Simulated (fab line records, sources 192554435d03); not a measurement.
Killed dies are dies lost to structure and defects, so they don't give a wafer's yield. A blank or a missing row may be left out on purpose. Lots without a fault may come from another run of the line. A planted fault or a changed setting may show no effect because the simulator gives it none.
One fault seen from 2 desks | flow n5_finfet | each desk has only its own numbers; what lay behind them comes last

THE TOOL OWNER'S DESK: rie_diel-02
The tool's own readings at N5_BEOL_M10_ETCH_41 (etches SiCN in CH3F/O2, target depth 42.6 nm, time 86 s): means of the sampled wafers that have a number, for each lot that ran on this tool. A lot is out of limits, marked OUT, if its mean lies more than 4 standard deviations from the usual mean; the brackets give that distance.
Columns: A = O2_flow_sccm at N5_BEOL_M10_ETCH_41, usual 20.00 sccm; B = drypump_motor_current_A at N5_BEOL_M10_ETCH_41, usual 5.5 A; C = oes_product_au at N5_BEOL_M10_ETCH_41, usual 0.77 a.u.; D = rf_fwd_power_W at N5_BEOL_M10_ETCH_41, usual 392.5 W; E = rf_vpp_V at N5_BEOL_M10_ETCH_41, usual 296.9 V; F = showerhead_plenum_p_Torr at N5_BEOL_M10_ETCH_41, usual 1.98 Torr; G = throttle_valve_pct at N5_BEOL_M10_ETCH_41, usual 16.41 %
lot  | first seen here | A     | B   | C    | D               | E               | F    | G
L774 | day 12 11:32    | 20.02 | 5.3 | 0.74 | 391.9           | 297.3           | 2.01 | 16.49
L775 | day 13 04:48    | 19.98 | 5.2 | 0.78 | 391.8           | 296.3           | 1.96 | 16.50
L776 | day 13 14:08    | 20.00 | 5.2 | 0.73 | 296.9 (-68) OUT | 325.0 (+22) OUT | 1.99 | 16.48
L782 | day 14 20:13    | 19.98 | 5.3 | 0.70 | 296.6 (-68) OUT | 325.1 (+22) OUT | 2.00 | 16.54
This desk's finding: out of limits on L776, L782; first on L776, day 13 14:08 (rf_fwd_power_W at N5_BEOL_M10_ETCH_41). In limits: L774, L775.

THE METROLOGY DESK
What the gauges read, lot by lot, whatever tool the lot ran on: means of the sampled wafers that have a number. A lot is out of limits, marked OUT, if its mean lies more than 4 standard deviations from the usual mean; the brackets give that distance.
Columns: A = M10_OVL at N5_BEOL_M10_OVL_MEAS_12, usual 0.5 nm
lot  | first seen here | A
L769 | day 10 17:25    | 0.9
L774 | day 12 10:10    | -1.1
L772 | day 12 12:01    | -0.0
L773 | day 12 13:04    | 0.4
L775 | day 13 02:13    | 0.1
L776 | day 13 12:04    | 1.0
L782 | day 14 17:09    | 0.9
L784 | day 15 00:13    | 1.0
L783 | day 15 00:16    | 0.6
L787 | day 16 10:29    | 0.4
This desk's finding: nothing out of limits on any of the 10 lots.

PUT TOGETHER
The tool owner's desk could have raised an alarm at day 13 14:08, on L776, L782.
The metrology desk saw nothing out of limits.
The metrology desk has L776, L782 on record, within its limits.
Of the lots named, all ran N5_BEOL_M10_ETCH_41 on rie_diel-02.

WHAT THE SIMULATOR HAD PUT IN
Process parameter drift: rie_diel-02, from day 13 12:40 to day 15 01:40, at N5_BEOL_M10_ETCH_41. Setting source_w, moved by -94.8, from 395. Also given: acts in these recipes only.
Lots struck among those shown: L776, L782.
Hours from the fault's start to each desk's first reading out of limits: the tool owner's desk, 1.
